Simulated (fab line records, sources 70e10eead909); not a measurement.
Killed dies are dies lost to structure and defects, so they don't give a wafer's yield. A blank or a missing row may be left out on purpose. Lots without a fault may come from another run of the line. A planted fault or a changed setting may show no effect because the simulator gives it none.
fab line records | flow nand_harc
record lots=7 wafers=21 last_day=33
route steps=1302 shown A_CONTACT@1015 END@1302
lots that met no fault: from a run of the same line without faults
start_h: hours from the record's first day to the start of the lot's first wafer shown | wait_h: hours since the lot's step before | " the same as in the row above | L1.1+2: a row that stands for several wafers | - no value, or no start given | * or withheld: withheld | < > ~ a bound
route shown NAME@n: a module of which the file shows steps, and the number in the route of the first | usual: mean/standard deviation of fault-free wafers | same: alike in all rows | chamber/n: place in a boat | sites: the reading at each site | _std_site: their standard deviation | _edge_site: outer sites' mean less inner sites' | radius_mm: how far each site lies from the wafer's centre | mask NAME#n: copy n | behind: the tool/chamber that last shaped the wafer | hold: why the lot was held/for how many hours/how that ended | device: the transistor (n, p or np) that didn't switch | end of line: the same wafers' tests at the end of the route | a step without rows: its recipe alone | killed: dies lost to structure and defects at the first sort, not the wafer's yield | map: a wafer's dies, x killed, . not, _ none there
set.NAME: the setting as run; set.NAME@STEP: as run at that earlier step | model.NAME: the simulator's own value behind a step, which no gauge read
lots at some steps of the route; a table a step, a row a wafer
services: from which hour (start_h, from the record's first day; less than 0 if before it) a tool's chamber was out of use, for how many hours, and why
## steps
# step NHARC_A_CONTACT_ETCH_121
# recipe source_w=withheld pressure_mtorr=20 bias_v=3000 time_s=190 target_depth_a=18500 ar_flow_sccm=withheld c4f8_flow_sccm=withheld o2_flow_sccm=withheld chemistry=C4F8/O2/Ar
# step NHARC_A_CONTACT_ETCH_122
# recipe source_w=withheld pressure_mtorr=20 bias_v=3000 time_s=190 target_depth_a=18500 ar_flow_sccm=withheld c4f8_flow_sccm=withheld o2_flow_sccm=withheld chemistry=C4F8/O2/Ar
# columns lot.wafer tool chamber start_h wait_h rf_hours_counter_h
L516.2 har_cap_etch-03 1 509.44 0.1 43
L516.1 " 0 " " 43
L516.5 " 0 " " -
L520.2 har_cap_etch-02 0 523.80 0.1 92
L520.4 " 1 " " -
L520.3 " 0 " " -
L527.2 har_cap_etch-02 1 616.23 0.1 107
L527.4 " 0 " " -
L527.6 " 0 " " -
L529.3 har_cap_etch-01 0 618.80 0.1 -
L529.4 " 1 " " -
L529.6 " 1 " " -
L530.2 har_cap_etch-01 1 628.97 0.1 22
L530.1 " 0 " " 22
L530.5 " 0 " " -
L537.1 har_cap_etch-01 0 699.42 0.1 35
L537.6 " 0 " " -
L537.5 " 1 " " -
L538.4 har_cap_etch-01 0 711.45 0.1 -
L538.5 " 0 " " -
L538.6 " 1 " " -
# step NHARC_A_CONTACT_ETCH_123
# recipe source_w=withheld pressure_mtorr=20 bias_v=400 time_s=490 target_depth_a=21100 ar_flow_sccm=withheld c4f8_flow_sccm=11.5 o2_flow_sccm=7.2 chemistry=C4F8/O2/Ar
# step NHARC_A_CONTACT_ETCH_90
# recipe target_depth_a=400 over_etch_frac=0.5 time_s=85.7 ion_energy_ev=120 ch3f_flow_sccm=50 o2_flow_sccm=30 ar_flow_sccm=200 rf_w=500 bias_w=100 chemistry=CH3F/O2
# usual bias_w=100.0/0.34 drypump_motor_current_A=5.8/0.45 mfc_ar_sccm=199.9/0.57 oes_product_au=0.95/0.035 rf_vpp_V=244.2/1.7 showerhead_plenum_p_Torr=2.45/0.1 throttle_valve_pct=20.663/0.0087
# columns lot.wafer tool chamber start_h wait_h bias_w drypump_motor_current_A mfc_ar_sccm oes_product_au rf_hours_counter_h rf_vpp_V showerhead_plenum_p_Torr throttle_valve_pct
L516.1 rie_diel-10 3 510.58 0.8 99.6 6.4 199.9 0.99 13 244.5 2.47 20.646
L516.2 " 1 " " 99.6 6.2 200.5 0.93 15 242.3 2.28 20.657
L516.5 " 0 " " 100.0 5.7 200.4 0.91 - 245.9 2.58 20.666
L520.2 rie_diel-10 1 524.92 0.8 99.8 6.2 199.5 1.00 19 242.1 2.28 20.668
L520.3 " 2 " " 100.8 5.8 199.7 1.00 18 245.6 2.49 20.666
L520.4 " 3 " " 100.2 6.4 200.5 1.00 15 242.5 2.47 20.676
L527.2 rie_diel-10 3 617.34 0.8 100.1 6.4 200.4 0.93 2 244.1 2.46 20.668
L527.4 " 2 " " 100.4 5.8 200.2 0.92 2 243.7 2.49 20.672
L527.6 " 0 " " 100.0 5.7 200.0 0.93 - 246.8 2.57 20.665
L529.4 rie_diel-04 3 619.90 0.6 99.9 6.2 201.1 0.92 26 245.6 2.46 20.657
L529.3 " 0 " " 100.0 5.7 200.5 0.98 20 241.8 2.34 20.665
L529.6 " 3 " " 99.6 6.1 200.6 0.93 - 243.9 2.46 20.652
L530.1 rie_diel-04 3 630.12 0.8 100.0 6.1 199.6 0.93 30 244.8 2.46 20.661
L530.2 " 2 " " 99.6 5.1 199.7 0.93 30 241.1 2.30 20.666
L530.5 " 0 " " 99.9 5.6 200.1 1.00 - 242.5 2.34 20.678
L537.1 rie_diel-10 3 700.60 0.9 100.1 6.4 200.1 0.92 16 243.6 2.46 20.662
L537.5 " 1 " " 99.7 6.1 199.2 0.92 - 247.3 2.65 20.646
L537.6 " 2 " " 100.1 5.8 200.4 0.92 - 243.9 2.48 20.660
L538.4 rie_diel-10 3 712.59 0.8 100.0 6.4 199.4 0.99 18 244.2 2.46 20.645
L538.5 " 1 " " 100.1 6.2 199.4 1.00 - 247.4 2.65 20.672
L538.6 " 2 " " 99.8 5.8 199.9 1.00 - 244.4 2.48 20.653
# step NHARC_A_CONTACT_ETCH_96
# recipe target_depth_a=200 over_etch_frac=0.5 time_s=10 ion_energy_ev=250 c4f6_flow_sccm=25 o2_flow_sccm=20 ar_flow_sccm=500 rf_w=600 bias_w=500 chemistry=C4F6/O2
# step NHARC_A_CONTACT_CD_MEAS_53
# usual cd_nm=289.6/0.69
# columns lot.wafer tool chamber start_h wait_h cd_nm
L516.1 cd_sem-03 - 510.80 - 289.2
L516.2 " - " " 289.3
L516.5 " - " " 289.8
L520.2 cd_sem-03 - 525.14 - 289.7
L520.3 " - " " 289.1
L520.4 " - " " 289.6
L527.2 cd_sem-01 - 617.56 - 290.2
L527.4 " - " " 289.0
L527.6 " - " " 290.0
L529.3 cd_sem-01 - 620.11 - 289.4
L529.4 " - " " 289.7
L529.6 " - " " 290.1
L530.1 cd_sem-01 - 630.34 - 290.0
L530.2 " - " " 290.2
L530.5 " - " " 289.9
L537.1 cd_sem-02 - 700.78 - 290.4
L537.5 " - " " 289.9
L537.6 " - " " 289.9
L538.4 cd_sem-02 - 712.79 - 290.0
L538.5 " - " " 289.9
L538.6 " - " " 290.3
# step NHARC_A_CONTACT_STRIP_99
# recipe n2_flow_sccm=150 h2_flow_sccm=150 ar_flow_sccm=0 bias_w=0 chemistry=N2/H2
# step NHARC_A_CONTACT_STRIP_100
# recipe cf4_flow_sccm=100 chf3_flow_sccm=30 ar_flow_sccm=0 bias_w=0 chemistry=CF4/CHF3
# step NHARC_A_CONTACT_STRIP_101
# recipe o2_flow_sccm=400 cos_flow_sccm=20 ar_flow_sccm=0 bias_w=0 chemistry=O2/COS
# step NHARC_A_CONTACT_ETCH_102
# recipe target_depth_a=1000 overetch_a=100 time_s=55 ion_energy_ev=100 cf4_flow_sccm=80 o2_flow_sccm=20 ar_flow_sccm=0 rf_w=300 bias_w=100 chemistry=CF4/O2
# usual bias_w=100.00/0.29 drypump_motor_current_A=5.9/0.44 mfc_ar_sccm=0.008/0.009 oes_product_au=0.999/0.0068 rf_vpp_V=197.9/1.4 showerhead_plenum_p_Torr=1.34/0.057 throttle_valve_pct=13.397/0.0079
# columns lot.wafer tool chamber start_h wait_h bias_w drypump_motor_current_A mfc_ar_sccm oes_product_au rf_hours_counter_h rf_vpp_V showerhead_plenum_p_Torr throttle_valve_pct
L516.1 rie_diel-10 1 511.10 0.1 99.66 6.2 0.023 0.994 15 195.7 1.24 13.405
L516.2 " 3 " " 100.45 6.4 0 1.009 13 197.6 1.34 13.405
L516.5 " 0 " " 100.17 5.7 0.012 1.012 - 199.0 1.40 13.402
L520.3 rie_diel-04 0 525.43 0.1 100.08 5.6 0 1.009 52 195.6 1.28 13.392
L520.2 " 2 " " 100.05 5.1 0.018 0.998 48 196.2 1.26 13.400
L520.4 " 3 " " 99.87 6.2 0 1.001 49 198.3 1.34 13.398
L527.4 rie_diel-10 3 617.86 0.1 100.00 6.4 0 0.990 2 197.2 1.34 13.404
L527.2 " 0 " " 99.84 5.7 0.012 1.005 2 200.2 1.40 13.390
L527.6 " 0 " " 100.13 5.7 0.012 0.996 - 199.4 1.40 13.396
L529.3 rie_diel-10 0 620.40 0.1 99.98 5.7 0.012 1.006 2 199.5 1.40 13.398
L529.4 " 2 " " 100.44 5.8 0 0.998 2 198.7 1.35 13.394
L529.6 " 3 " " 100.62 6.4 0 0.995 - 198.6 1.34 13.408
L530.1 rie_diel-10 3 630.63 0.0 100.47 6.4 0 0.997 5 196.9 1.34 13.421
L530.2 " 1 " " 100.77 6.2 0.023 1.003 4 200.1 1.44 13.398
L530.5 " 0 " " 100.38 5.7 0.012 1.010 - 199.5 1.40 13.399
L537.1 rie_diel-10 0 701.13 0.1 99.73 5.7 0.012 0.996 16 198.0 1.39 13.402
L537.5 " 0 " " 100.10 5.7 0.012 0.998 - 199.2 1.39 13.401
L537.6 " 1 " " 99.80 6.2 0.023 0.992 - 200.8 1.44 13.391
L538.4 rie_diel-10 3 713.08 0.1 100.09 6.4 0 0.999 18 198.6 1.33 13.387
L538.6 " 2 " " 99.84 5.8 0 0.996 - 199.3 1.35 13.406
L538.5 " 3 " " 100.13 6.4 0 0.992 - 198.3 1.33 13.397
# step NHARC_A_CONTACT_STRIP_55
# recipe o2_flow_sccm=500 ar_flow_sccm=0 bias_w=0 chemistry=O2
# step NHARC_A_CONTACT_STRIP_56
# recipe time_s=600 temp_c=30 chemistry=post_etch_residue_remover
# step NHARC_A_CONTACT_DEP_57
# recipe target_thk_a=53000 temp_c=400 material=aC
# usual throttle_valve_pct=35.000/0.01
# columns lot.wafer tool chamber start_h wait_h throttle_valve_pct
L516.1 acl_dep-03 0 511.81 - 35.008
L516.2 " 0 " " 35.015
L516.5 " 0 513.95 - 35.002
L520.2 acl_dep-01 0 529.87 - 34.999
L520.3 " 0 " " 35.012
L520.4 " 0 " " 35.024
L527.2 acl_dep-01 0 624.87 - 34.994
L527.4 " 0 625.94 - 35.002
L527.6 " 0 627.01 - 34.988
L529.3 acl_dep-01 0 628.62 - 35.019
L529.4 " 0 " " 35.000
L529.6 " 0 630.23 - 35.002
L530.1 acl_dep-01 0 632.52 - 35.003
L530.2 " 0 " " 34.995
L530.5 " 0 634.65 - 34.993
L537.1 acl_dep-03 0 701.84 - 34.983
L537.5 " 0 704.00 - 34.991
L537.6 " 0 " " 35.000
L538.4 acl_dep-03 0 715.35 - 34.996
L538.5 " 0 " " 35.024
L538.6 " 0 " " 35.009
# step NHARC_A_CONTACT_DEP_58
# recipe target_thk_a=900 target_thk_nm=90 temp_c=400 pressure_torr=3.5 flow_sccm=200 rf_w=350 material=SiON
# usual heater_power_w=793/100
# columns lot.wafer tool chamber start_h wait_h heater_power_w since_wet_clean_h
L516.1 pecvd-04 0 515.04 2.7 1007 52
L516.2 " 2 " " 775 52
L516.5 " 0 " " 993 -
L520.3 pecvd-03 1 532.57 1.6 736 153
L520.2 " 0 " " 804 153
L520.4 " 2 " " 757 -
L527.2 pecvd-04 2 627.57 2.2 750 164
L527.6 " 2 " " 771 -
L527.4 " 1 " " 787 -
L529.3 pecvd-04 0 630.82 1.7 1041 167
L529.6 " 0 " " 1014 -
L529.4 " 1 " " 696 -
L530.1 pecvd-02 1 635.77 2.7 866 33
L530.2 " 2 " " 572 34
L530.5 " 0 " " 635 -
L537.1 pecvd-02 1 705.11 2.7 872 103
L537.6 " 2 " " 625 -
L537.5 " 0 " " 638 -
L538.6 pecvd-04 1 717.07 0.1 726 -
L538.4 " 2 " " 844 -
L538.5 " 0 " " 930 -
# step NHARC_A_CONTACT_DEHYDRATE_59
# recipe temp_c=150 time_s=120
# step NHARC_A_CONTACT_HMDS_60
# recipe time_s=30
# step NHARC_A_CONTACT_COAT_61
# recipe temp_c=260 time_s=75
# step NHARC_A_CONTACT_COAT_62
# recipe temp_c=225 time_s=65
# step NHARC_A_CONTACT_COAT_63
# recipe spin_rpm=1500 resist_thk_nm=90
# step NHARC_A_CONTACT_SOFTBAKE_64
# recipe temp_c=105 time_s=55
# step NHARC_A_CONTACT_EBR_65
# step NHARC_A_CONTACT_EXPOSE_66
# recipe na=1.35 sigma_outer=0.8 dose_mj=59.02 mask_id=A_CC_2
# step NHARC_A_CONTACT_PEB_67
# recipe peb_temp_c=100 peb_time_s=65
# step NHARC_A_CONTACT_DEVELOP_68
# recipe develop_time_s=35 dev_temp_c=23
# step NHARC_A_CONTACT_CD_MEAS_69
# recipe target_cd_nm=300 landing_energy_ev=500
# usual cd_nm=299.9/0.36
# columns lot.wafer tool chamber start_h wait_h cd_nm
L516.1 cd_sem-02 0 515.64 - 300.0
L516.2 " 0 " " 300.3
L516.5 " 0 " " 300.4
L520.2 cd_sem-03 0 533.30 - 299.6
L520.3 " 0 " " 299.9
L520.4 " 0 " " 299.8
L527.2 cd_sem-03 0 628.30 - 299.4
L527.4 " 0 " " 299.9
L527.6 " 0 " " 299.9
L529.3 cd_sem-02 0 631.52 - 299.9
L529.4 " 0 " " 300.1
L529.6 " 0 " " 300.0
L530.1 cd_sem-02 0 636.34 - 299.9
L530.2 " 0 " " 299.3
L530.5 " 0 " " 300.3
L537.1 cd_sem-01 0 705.71 - 299.8
L537.5 " 0 " " 299.7
L537.6 " 0 " " 299.8
L538.4 cd_sem-02 0 717.59 - 299.7
L538.5 " 0 " " 299.9
L538.6 " 0 " " 300.1
# step NHARC_A_CONTACT_OVL_MEAS_70
# usual overlay_x_nm=0.0/0.74 overlay_y_nm=0.2/0.83
# columns lot.wafer tool chamber start_h wait_h overlay_x_nm overlay_y_nm
L516.1 overlay-01 - 515.72 - -0.8 -0.7
L516.2 " - " " 0.1 -0.4
L516.5 " - " " -0.4 -0.5
L520.2 overlay-01 - 533.40 - 0.2 1.1
L520.3 " - " " -0.2 1.2
L520.4 " - " " -0.3 1.0
L527.2 overlay-02 - 628.39 - -0.7 1.1
L527.4 " - " " -0.3 1.0
L527.6 " - " " -0.5 0.8
L529.3 overlay-02 - 631.60 - 0.4 -0.6
L529.4 " - " " -0.1 0.0
L529.6 " - " " -0.4 -0.3
L530.1 overlay-02 - 636.43 - -0.7 0.6
L530.2 " - " " -0.5 0.2
L530.5 " - " " -0.9 0.2
L537.1 overlay-01 - 705.80 - 0.3 -0.2
L537.5 " - " " 0.3 -0.8
L537.6 " - " " 0.1 -0.1
L538.4 overlay-01 - 717.67 - -0.1 -0.6
L538.5 " - " " 0.5 0.1
L538.6 " - " " 0.3 0.3
# step NHARC_A_CONTACT_INSPECT_71
# usual raw_defect_count=89/39
# columns lot.wafer tool chamber start_h wait_h raw_defect_count
L516.1 defect_inspect-01 - 515.76 0.0 76
L516.2 " - " " 95
L516.5 " - " " 106
L520.2 defect_inspect-01 - 533.44 0.0 64
L520.3 " - " " 63
L520.4 " - " " 74
L527.2 defect_inspect-01 - 628.42 0.0 1256
L527.4 " - " " 1217
L527.6 " - " " 1150
L529.3 defect_inspect-01 - 631.64 0.0 1173
L529.4 " - " " 1194
L529.6 " - " " 1170
L530.1 defect_inspect-02 - 636.47 0.0 1291
L530.2 " - " " 1210
L530.5 " - " " 1188
L537.1 defect_inspect-02 - 705.83 0.0 140
L537.5 " - " " 151
L537.6 " - " " 156
L538.4 defect_inspect-01 - 717.70 0.0 94
L538.5 " - " " 113
L538.6 " - " " 102
# step NHARC_A_CONTACT_DESCUM_74
# recipe time_s=3 o2_flow_sccm=200 ar_flow_sccm=0 bias_power_w=0 chemistry=O2
# usual drypump_motor_current_A=5.8/0.51 mfc_ar_sccm=0.007/0.0089 oes_product_au=1.001/0.0069 rf_vpp_V=57.8/0.81 showerhead_plenum_p_Torr=1.91/0.083 throttle_valve_pct=11.311/0.0084
# columns lot.wafer tool chamber start_h wait_h drypump_motor_current_A mfc_ar_sccm oes_product_au rf_hours_counter_h rf_vpp_V showerhead_plenum_p_Torr throttle_valve_pct
L516.2 rie_diel-10 1 515.84 0.1 6.2 0.023 0.992 16 57.4 1.77 11.311
L516.1 " 2 " " 5.8 0 0.998 14 58.5 1.94 11.312
L516.5 " 3 " " 6.4 0 0.992 - 56.9 1.92 11.321
L520.2 rie_diel-10 1 533.50 0.1 6.2 0.023 0.995 21 57.7 1.77 11.291
L520.4 " 2 " " 5.8 0 0.999 19 58.1 1.94 11.301
L520.3 " 3 " " 6.4 0 1.002 16 58.3 1.92 11.297
L527.2 rie_diel-10 0 628.48 0.1 5.7 0.012 0.993 3 56.7 2.00 11.330
L527.4 " 1 " " 6.2 0.023 1.001 3 57.8 2.08 11.324
L527.6 " 1 " " 6.2 0.023 0.995 - 59.1 2.08 11.304
L529.3 rie_diel-04 3 631.70 0.1 6.1 0 1.007 31 57.3 1.92 11.305
L529.4 " 0 " " 5.6 0 1.006 23 56.6 1.82 11.297
L529.6 " 3 " " 6.2 0 1.012 - 57.6 1.92 11.303
L530.2 rie_diel-10 1 636.56 0.1 6.2 0.023 0.990 5 57.7 2.08 11.322
L530.1 " 2 " " 5.8 0 1.004 6 57.4 1.93 11.294
L530.5 " 0 " " 5.7 0.012 0.996 - 57.4 2.00 11.300
L537.1 rie_diel-10 2 705.89 0.1 5.8 0 1.001 17 58.0 1.93 11.305
L537.5 " 2 " " 5.8 0 0.998 - 57.3 1.93 11.316
L537.6 " 3 " " 6.4 0 0.999 - 58.9 1.91 11.323
L538.4 rie_diel-10 3 717.77 0.1 6.4 0 1.000 19 57.6 1.91 11.312
L538.6 " 2 " " 5.8 0 1.003 - 58.7 1.93 11.301
L538.5 " 3 " " 6.4 0 1.000 - 57.7 1.91 11.323
# step NHARC_END_SORT_01
# recipe temp_c=25
# usual killed_at_array=53/18 killed_at_other=0.9/1.3 killed_at_periphery=4/3.1 killed_dies=58/18 killed_open=3.4/2 killed_short=2.5/1.8
# same gross_dies=677
# columns lot.wafer tool chamber start_h wait_h killed_at_array killed_at_other killed_at_periphery killed_dies killed_open killed_short
L527.2 prober-01 0 690.31 2.8 120 0 6 126 5 4
L527.4 prober-01 0 691.91 3.4 114 0 1 115 1 4
L527.6 prober-01 0 693.52 4.0 111 0 4 115 4 6
L529.3 prober-02 0 691.09 3.1 104 0 0 104 0 1
L529.4 prober-02 0 691.89 3.4 121 1 3 125 4 2
L529.6 prober-02 0 693.50 4.0 111 0 0 111 1 4
L530.1 prober-01 0 697.31 2.5 121 0 8 129 6 1
L530.2 prober-01 0 698.11 2.8 130 1 7 138 3 4
L530.5 prober-01 0 700.52 3.7 116 0 8 124 1 1
# killed by level:class
L527.2 A_CONTACT:unspecified=79 A_CHANNEL_HOLE_D1:chamber_film_flake=17 A_CONTACT:chamber_film_flake=7 A_CHANNEL_FILL_D1:chamber_film_flake=4 A_CHANNEL_FILL_D1:geometric_particle:open=3 A_DECK1_JOINT:chamber_film_flake=3 P_GATE:chamber_film_flake=2 P_CONTACT:chamber_film_flake=2
L529.3 A_CONTACT:unspecified=77 A_CHANNEL_HOLE_D1:chamber_film_flake=18 A_STAIRCASE:chamber_film_flake=2 A_SLIT:chamber_film_flake=2 A_WL_FILL:chamber_film_flake=2 A_ONON_D1:geometric_particle:short=1 A_CHANNEL_FILL_D2:chamber_film_flake=1 A_CONTACT:chamber_film_flake=1
L529.4 A_CONTACT:unspecified=82 A_CHANNEL_HOLE_D1:chamber_film_flake=27 A_STAIRCASE:chamber_film_flake=3 P_M0:geometric_particle:open=1 A_ONON_D1:geometric_particle:short=1 A_CHANNEL_HOLE_D1:geometric_particle:short=1 A_CHANNEL_HOLE_D1:geometric_particle:open=1 A_CHANNEL_HOLE_D2:geometric_particle:open=1
L527.4 A_CONTACT:unspecified=76 A_CHANNEL_HOLE_D1:chamber_film_flake=16 A_CONTACT:chamber_film_flake=11 A_CHANNEL_FILL_D2:chamber_film_flake=3 A_CHANNEL_FILL_D2:geometric_particle:short=2 A_CHANNEL_FILL_D1:chamber_film_flake=2 A_STAIRCASE:chamber_film_flake=2 P_CONTACT:geometric_particle:short=1
L529.6 A_CONTACT:unspecified=78 A_CHANNEL_HOLE_D1:chamber_film_flake=21 A_SLIT:chamber_film_flake=4 A_WL_FILL:chamber_film_flake=2 A_CHANNEL_HOLE_D1:geometric_particle:short=1 A_ONON_D2:geometric_particle:short=1 A_CHANNEL_FILL_D2:geometric_particle:short=1 A_STAIRCASE:geometric_particle:open=1
L527.6 A_CONTACT:unspecified=77 A_CHANNEL_HOLE_D1:chamber_film_flake=17 A_CHANNEL_FILL_D2:chamber_film_flake=2 A_STAIRCASE:chamber_film_flake=2 A_WL_FILL:chamber_film_flake=2 A_CONTACT:chamber_film_flake=2 P_M0:geometric_particle:short=1 P_M2:geometric_particle:open=1
L530.1 A_CONTACT:unspecified=87 A_CHANNEL_HOLE_D1:chamber_film_flake=19 P_CONTACT:chamber_film_flake=5 A_SLIT:chamber_film_flake=5 A_STAIRCASE:chamber_film_flake=4 P_GATE:geometric_particle:short=1 P_GATE:geometric_particle:open=1 P_CONTACT:geometric_particle:open=1
L530.2 A_CONTACT:unspecified=87 A_CHANNEL_HOLE_D1:chamber_film_flake=36 P_CONTACT:chamber_film_flake=5 A_ZERO_WELL:chamber_film_flake=2 P_M1:geometric_particle:open=1 P_M1:geometric_particle:short=1 A_SOURCE_PLATE:geometric_particle:open=1 A_CHANNEL_FILL_D1:geometric_particle:short=1
L530.5 A_CONTACT:unspecified=81 A_CHANNEL_HOLE_D1:chamber_film_flake=30 P_CONTACT:chamber_film_flake=7 A_SLIT:chamber_film_flake=2 P_M0:geometric_particle:open=1 A_SOURCE_PLATE:geometric_particle:short=1 A_STAIRCASE:chamber_film_flake=1 A_WL_FILL:chamber_film_flake=1
# map L527.2 (x killed, . not)
____________.____________
_________x......_________
_______xxx........_______
______xxxxx..x.....______
_____xxxxxxx........_____
____xxxxxxx..........____
____xxxxxxxx.........____
___xxxxxxxx...x.......___
___xxxxxxxx.x....x....___
__xxxxxxxx.............__
__.xxxxxxxx............__
_..xxxxxxx.............._
_...xxxxx..............._
_.....x.xx.............._
_..x...x......x..x......_
_...x..x.x.x............_
..........x..............
....x....................
.........................
......x.....x............
.........................
_......................._
_......................._
_.............x........._
_...x..................._
_..x...................._
__x..x.................__
__.....................__
___xxxx..x.x..........___
___.xxx.....x.........___
____xxx.x......x.....____
____xxxx....x........____
_____xx............._____
______..x..x.......______
_______x..x.....x._______
_________......._________
____________.____________
# map L529.4 (x killed, . not)
____________.____________
_________xx....._________
_______xxxx......._______
______xxxx.x.......______
_____xxxxxx.x......._____
____xxxxxxxx.........____
____xxxxxxx..........____
___xxxxxxxxx..........___
___xxxxxxxxxx.........___
__xxxxxxxxx............__
__.xxxxxxx.xx..........__
_..xxxxxxxx............._
_...xxx.x..............._
_....x..x..............._
_......................._
_x....x................._
.........................
.................x.......
.................x.......
......x........xxxx......
..............xxxxxx.....
_...............xx.x...._
_.............x.xxx....._
_...............xxx....._
_.............xxx.x....._
_.......x...........x..._
__............x........__
__............x........__
___.......x...........___
___...................___
____...x.............____
____.x...........xx..____
_____....x.........._____
______.........x...______
_______.........x._______
_________......._________
____________.____________
## services
# columns tool chamber start_h hours kind
pecvd-02 0 491.84 22.6 repair
rie_diel-10 2 491.88 3.8 repair
rie_diel-10 0 493.47 8.1 repair
har_cap_etch-01 - 497.45 17.0 pm
pecvd-02 1 501.37 16.9 repair
rie_diel-10 0 502.18 - clean
rie_diel-10 3 502.36 6.0 repair
rie_diel-04 - 518.10 0.4 repair
rie_diel-04 - 532.73 9.0 pm
har_cap_etch-01 - 540.72 0.5 repair
pecvd-03 - 547.40 13.0 pm
acl_dep-01 - 550.02 13.0 pm
rie_diel-04 0 556.36 9.9 repair
rie_diel-04 2 578.68 6.6 repair
rie_diel-10 3 587.41 6.6 repair
pecvd-02 - 589.31 13.0 pm
rie_diel-10 - 596.68 9.0 pm
pecvd-04 - 631.40 13.0 pm
rie_diel-10 3 648.01 3.5 repair
acl_dep-03 - 661.11 13.0 pm
rie_diel-10 - 661.80 0.6 repair
pecvd-02 - 696.67 0.7 repair
pecvd-02 2 708.81 8.9 repair
rie_diel-04 - 709.92 9.0 pm
## key
first_sign step=NHARC_A_CONTACT_INSPECT_71 reading=raw_defect_count direction=up sigmas=29 usual=89 struck=1205
effect step=NHARC_END_SORT_01 reading=killed_at_array direction=up sigmas=3.6 usual=53 struck=116
more_kills_born_at NHARC_A_CONTACT_DEP_57@acl_dep-01=724
met_at NHARC_A_CONTACT_DEP_57
struck_wafers L527.2,L527.4,L527.6,L529.3,L529.4,L529.6,L530.1,L530.2,L530.5
tester_left_out L527,L529,L530
fault kind=chamber_particle_source tool=acl_dep-01 chamber=- onset_h=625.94 steps=NHARC_A_CONTACT_DEP_57 rate_per_visit_cm2=1.7719 end_h=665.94
# tester_left_out: of these lots the tester's yield and bins aren't shown, on N5 and GAA mostly nor the transistor test; their killed dies are dies lost to structure and defects alone, not to doping, threshold or leakage, so they don't give the yield
